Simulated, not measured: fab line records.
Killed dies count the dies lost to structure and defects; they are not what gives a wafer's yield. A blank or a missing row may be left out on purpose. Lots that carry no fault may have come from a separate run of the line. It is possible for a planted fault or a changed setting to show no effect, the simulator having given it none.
A lot that was struck, set against a sound lot -- flow nandHarc -- 39 out of 1159 route steps
Sound: wafers L819.1, L819.2, L819.6. Wafers L831.2, L831.4, L831.6 were the ones struck. Last of all comes the cause.
Order at every step that has rows: each side's tool, ch and its chambers, its first start. Under that, the readings that differ: sound wafers -- struck wafers -- difference of the means -- sigmas: that difference in standard deviations of wafers without a fault.
alike: a reading whose means differ by less than 2 such deviations, as well as words and numbers matching on both sides. not compared: withheld readings; readings where some wafer has no value; bounds like >300 that might hide an equal value; numbers whose values overlap and for which the record gives no deviation.
Wherever a step has rows on one side only, a row that says differs or no value, or a row with sigmas, the two part there. Numbers that have no deviation but don't overlap get no sigmas and don't part them. Lack of a reading on every wafer of one side parts them only where that side has two or more wafers.

first, 4 steps without rows for these wafers: NHARC_A_ZERO_WELL_STRIP_14 (strips in SPM, time 900 s); NHARC_A_ZERO_WELL_IMPLANT_15; NHARC_A_ZERO_WELL_PRECLEAN_22 (cleans in SC1, time 60 s); NHARC_A_ZERO_WELL_SRD_23.
NHARC_A_ZERO_WELL_RTA_16: time 10 s.
  sound on rtpAnneal-01 ch 0, day 7 08:49; struck on rtpAnneal-02 ch 0, day 9 20:12
reading,sound,struck,difference,sigmas
lampPowerPct (%),32.2 32.3 32.3,35.5 35.6 35.5,+3.3,+2
  alike: wafer_temp_C_max
NHARC_A_ZERO_WELL_INSPECT_17:
  sound: defectInspect-02 at day 7 09:02; struck: defectInspect-01 at day 9 20:22
  alike: rawDefectCount
then, 3 steps without rows for these wafers: NHARC_A_SOURCE_PLATE_PRECLEAN_00 (cleans in HF-LAST, time 60 s); NHARC_A_SOURCE_PLATE_SRD_01; NHARC_A_SOURCE_PLATE_OXIDE_02 (material SiO2, target thk 10 nm, ox time 1362 s).
NHARC_A_SOURCE_PLATE_THK_MEAS_09: measures by ellipsometry.
  sound: filmMetro-01 at day 7 16:43; struck: filmMetro-02 at day 10 05:00
  alike: thkNm
then, 1 step without rows for these wafers: NHARC_A_SOURCE_PLATE_PVD_04 (deposits WSi2, target thk 50 nm).
NHARC_A_SOURCE_PLATE_CVD_03: deposits poly-Si, target thk 200 nm, time 4000 s.
  sound on lpcvdPoly-03 ch 0, day 7 19:17; struck on lpcvdPoly-04 ch 0, day 10 07:34
reading,sound,struck,difference,sigmas
spikeTcTopC (C),636.3 633.6 634.5,639.2 640.3 638.4,+4.5,+3
  alike: zonePowerCentrePct
then, 1 step without rows for these wafers: NHARC_A_SOURCE_PLATE_ANNEAL_05 (time 1800 s).
NHARC_A_SOURCE_PLATE_THK_MEAS_06: measures by ellipsometry.
  sound: filmMetro-01 at day 8 05:38; struck: filmMetro-01 at day 10 17:47
  alike: thkNm
NHARC_A_SOURCE_PLATE_INSPECT_08:
  sound: defectInspect-02 at day 8 05:41; struck: defectInspect-02 at day 10 17:50
  alike: rawDefectCount
next comes 1 step that has no rows for these wafers: NHARC_A_ONON_D1_DEP_00 (target thickness 1000 nm).
NHARC_A_ONON_D1_THK_MEAS_02: measures by ellipsometry.
  sound: filmMetro-01 at day 8 06:17; struck: filmMetro-02 at day 10 18:25
  alike: thkNm
next comes 1 step that has no rows for these wafers: NHARC_A_ONON_D1_DEP_03 (target thickness 1000 nm).
NHARC_A_ONON_D1_THK_MEAS_05: measures by ellipsometry.
  sound: filmMetro-01 at day 8 06:52; struck: filmMetro-01 at day 10 18:59
  alike: thkNm
next comes 1 step that has no rows for these wafers: NHARC_A_ONON_D1_DEP_06 (target thickness 1000 nm).
NHARC_A_ONON_D1_THK_MEAS_08: measures by ellipsometry.
  sound: filmMetro-01 at day 8 07:27; struck: filmMetro-02 at day 10 19:33
  alike: thkNm
next comes 1 step that has no rows for these wafers: NHARC_A_ONON_D1_DEP_09 (target thickness 1000 nm).
NHARC_A_ONON_D1_THK_MEAS_11: measures by ellipsometry.
  sound: filmMetro-02 at day 8 08:19; struck: filmMetro-01 at day 10 20:07
  alike: thkNm
next comes 1 step that has no rows for these wafers: NHARC_A_ONON_D1_DEP_12 (target thickness 1000 nm).
NHARC_A_ONON_D1_THK_MEAS_14: measures by ellipsometry.
  sound: filmMetro-01 at day 8 08:53; struck: filmMetro-02 at day 10 20:41
  alike: thkNm
then, 2 steps without rows for these wafers: NHARC_A_ONON_D1_ANNEAL_15 (time 3600 s); NHARC_A_ONON_D1_DEP_16 (target thk 1000 nm).
NHARC_A_ONON_D1_THK_MEAS_18: measures by ellipsometry.
  sound: filmMetro-02 at day 8 15:48; struck: filmMetro-01 at day 11 03:46
  alike: thkNm
next comes 1 step that has no rows for these wafers: NHARC_A_ONON_D1_DEP_19 (target thickness 1000 nm).
NHARC_A_ONON_D1_THK_MEAS_21: measures by ellipsometry.
  sound: filmMetro-01 at day 8 16:22; struck: filmMetro-02 at day 11 04:20
  alike: thkNm
next comes 1 step that has no rows for these wafers: NHARC_A_ONON_D1_DEP_22 (target thickness 1000 nm).
NHARC_A_ONON_D1_THK_MEAS_24: measures by ellipsometry.
  sound: filmMetro-02 at day 8 16:58; struck: filmMetro-01 at day 11 04:53
reading,sound,struck,difference,sigmas
thkNm (nm),1010 1010 1009,982 980 981,-29,-2
next comes 1 step that has no rows for these wafers: NHARC_A_ONON_D1_DEP_25 (target thickness 1000 nm).
NHARC_A_ONON_D1_THK_MEAS_27: measures by ellipsometry.
  sound: filmMetro-01 at day 8 17:32; struck: filmMetro-02 at day 11 05:27
  alike: thkNm
next comes 1 step that has no rows for these wafers: NHARC_A_ONON_D1_DEP_28 (target thickness 1000 nm).
NHARC_A_ONON_D1_THK_MEAS_30: measures by ellipsometry.
  sound: filmMetro-02 at day 8 18:07; struck: filmMetro-02 at day 11 06:01
  alike: thkNm
NHARC_A_ONON_D1_DEP_33: deposits SiO2, target thk 200 nm.
  sound on pecvd-01 ch 0,1,2, day 8 18:11; struck on pecvd-02 ch 0,2, day 11 06:07
  alike: heaterPowerW, rfFwdPowerW, throttleValvePct
NHARC_A_ONON_D1_THK_MEAS_34: measures by ellipsometry.
  sound: filmMetro-01 at day 8 18:36; struck: filmMetro-02 at day 11 06:29
  alike: thkNm
-- break in the record here, with 11 days between the starts of the struck wafers on either side (left off in module A_ONON_D1, picked up again in module END, where the first step shown is number 1159 on the route) --
NHARC_END_SORT_01:
  the record has rows for the struck wafers here (prober-02 ch 0, day 22 02:49) and none for the sound ones

## WHERE THEY PART
At NHARC_A_ZERO_WELL_RTA_16 first; at NHARC_END_SORT_01 last (within this record only).

WHY: what had been put in by the simulator
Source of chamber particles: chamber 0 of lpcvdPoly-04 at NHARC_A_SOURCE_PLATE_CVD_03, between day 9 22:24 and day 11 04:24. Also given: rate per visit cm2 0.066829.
